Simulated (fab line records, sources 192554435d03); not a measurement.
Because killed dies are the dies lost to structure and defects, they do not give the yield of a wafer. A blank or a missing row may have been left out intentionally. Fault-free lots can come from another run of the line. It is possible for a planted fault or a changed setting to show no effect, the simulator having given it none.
Split-lot experiment -- flow n5-finfet -- 7 lots, 21 wafers read, on a route of 1938 steps

## THE SPLIT ITSELF
At N5_BEOL_M10_EXPOSE_08 (exposes mask M10), the setting dose-mj was moved away from the recipe's 53.75 on 11 of the 21 wafers read, by -5.4% to +5.2%. The other wafers ran this setting at the recipe's value.

## FROM THE SPLIT TO THE READING: what the file shows between them, 14 steps
- N5_BEOL_M10_DEVELOP_10: develop time 30 s (also split here: develop-time-s)
- N5_BEOL_M10_CD_MEAS_11: target cd 64.1 nm
- N5_BEOL_M10_DESCUM_16: chemistry O2, time 7.9 s
- N5_BEOL_M10_ETCH_61: etches SiARC in CF4, target depth 39 nm, time 65 s
- N5_BEOL_M10_ETCH_62: etches SOC in N2/H2, target depth 110 nm, overetch 22 nm, time 165 s
- N5_BEOL_M10_STRIP_68: strips in N2/H2
- N5_BEOL_M10_STRIP_67: strips in CF4
- N5_BEOL_M10_HM_OPEN_17: chemistry Cl2/BCl3, target TiN, target depth 20 nm, overetch 6 nm
- N5_BEOL_M10_STRIP_19: strips in O2
- N5_BEOL_M10_CD_MEAS_18: pitch 140 nm, target cd 70 nm
- N5_BEOL_M10_COAT_63: time 60 s, resist thk 100 nm
- N5_BEOL_M10_COAT_64: time 60 s, resist thk 30 nm
- N5_BEOL_M10_PRECLEAN_42: cleans in residue remover, time 60 s
- N5_BEOL_M10_SRD_43: time 30 s

## THE READING
cd-nm at N5_BEOL_M10_CD_MEAS_35, given in nm (cd target 70 nm). A value of 70.4 nm with a standard deviation of 0.65 nm is what fault-free wafers of this fab line usually give.

wafer,"tool, chamber at the split",dose-mj as run,against the recipe,"cd-nm, nm",against lot-mates on the recipe
L075.1,"arfi-scanner-01, 0",55.16,+2.6%,71.4,+2.3
L075.2,"arfi-scanner-01, 0",53.75,recipe,69.2,-
L075.4,"arfi-scanner-01, 0",53.75,recipe,69.0,-
L080.3,"arfi-scanner-03, 0",50.85,-5.4%,67.6,-4.2
L080.5,"arfi-scanner-03, 0",50.85,-5.4%,67.9,-3.9
L080.6,"arfi-scanner-03, 0",53.75,recipe,71.8,-
L082.1,"arfi-scanner-01, 0",56.55,+5.2%,72.4,+1.8
L082.3,"arfi-scanner-01, 0",56.55,+5.2%,72.0,+1.4
L082.4,"arfi-scanner-01, 0",53.75,recipe,70.6,-
L084.2,"arfi-scanner-03, 0",51.9,-3.4%,68.1,-2.2
L084.3,"arfi-scanner-03, 0",51.9,-3.4%,67.6,-2.7
L084.4,"arfi-scanner-03, 0",53.75,recipe,70.3,-
L091.1,"arfi-scanner-03, 0",53.75,recipe,70.7,-
L091.3,"arfi-scanner-03, 0",56.15,+4.5%,73.0,+2.3
L091.6,"arfi-scanner-03, 0",56.15,+4.5%,73.7,+3.0
L092.1,"arfi-scanner-01, 0",53.75,recipe,69.4,-
L092.5,"arfi-scanner-01, 0",55.3,+2.9%,72.6,+3.2
L092.6,"arfi-scanner-01, 0",55.3,+2.9%,71.5,+2.1
L095.3,"arfi-scanner-03, 0",53.75,recipe,70.3,-
L095.4,"arfi-scanner-03, 0",53.75,recipe,71.1,-
L095.6,"arfi-scanner-03, 0",53.75,recipe,70.4,-

THE FIT
A straight line over all 21 wafers: cd-nm changes by +0.525 nm for each +1% of dose-mj; r = +0.91; the points scatter about the line by 0.78 nm.
The same after taking each lot's own level away (the mean of its wafers on the recipe; 21 wafers): +0.62 nm for each +1%; r = +0.94; scatter 0.71 nm.
Per that fit: largest dose-mj move, reading shift of 3.3 nm.
The lots' own levels span 69.10 to 71.80 nm, that is 4.2 times the standard deviation above.
So the lot-to-lot level changes the slope: the two fits differ.
Check: with one of the wafers moved furthest among these (-5.4%) left out of the fit, the line predicts -3.29 nm for it against its lot-mates. It came out at -4.2 nm against them.

## THE OTHER SPLITS THESE WAFERS WENT THROUGH
Note: prior to the reading, these wafers also went through further splits. Each is held against what the fit with the lots' levels taken away leaves over:
other split on the same wafers,wafers away from the commonest value,r with cd-nm (lot level and that fit taken away)
N5_BEOL_M10_ILD_DEP_00 time-s,7,-0.07
N5_BEOL_M10_DEVELOP_10 develop-time-s,6,-0.29

## THE WHOLE CHAIN: every reading that the file lists as answering this split, in the file's order
step,what it does,reading,change (the file's fit),r (the file's)
N5_BEOL_M10_CD_MEAS_11,target cd 64.1 nm,cd-nm,+0.696 nm for each +1% of the setting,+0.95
N5_BEOL_M10_ETCH_61,"etches SiARC in CF4, target depth 39 nm, time 65 s","BEOL_M10.cd-offset-nm (the simulator's own value, which no gauge read)",+0.661 nm for each +1% of the setting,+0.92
N5_BEOL_M10_ETCH_62,"etches SOC in N2/H2, target depth 110 nm, overetch 22 nm, time 165 s","BEOL_M10.cd-offset-nm (the simulator's own value, which no gauge read)",+0.643 nm for each +1% of the setting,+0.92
N5_BEOL_M10_CD_MEAS_18,"pitch 140 nm, target cd 70 nm",cd-nm,+0.623 nm for each +1% of the setting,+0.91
N5_BEOL_M10_CD_MEAS_35,target cd 70 nm,cd-nm,+0.622 nm for each +1% of the setting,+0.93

## FILE'S OWN FIT
cd-nm changes by +0.622 nm for each +1% of dose-mj, r = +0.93.
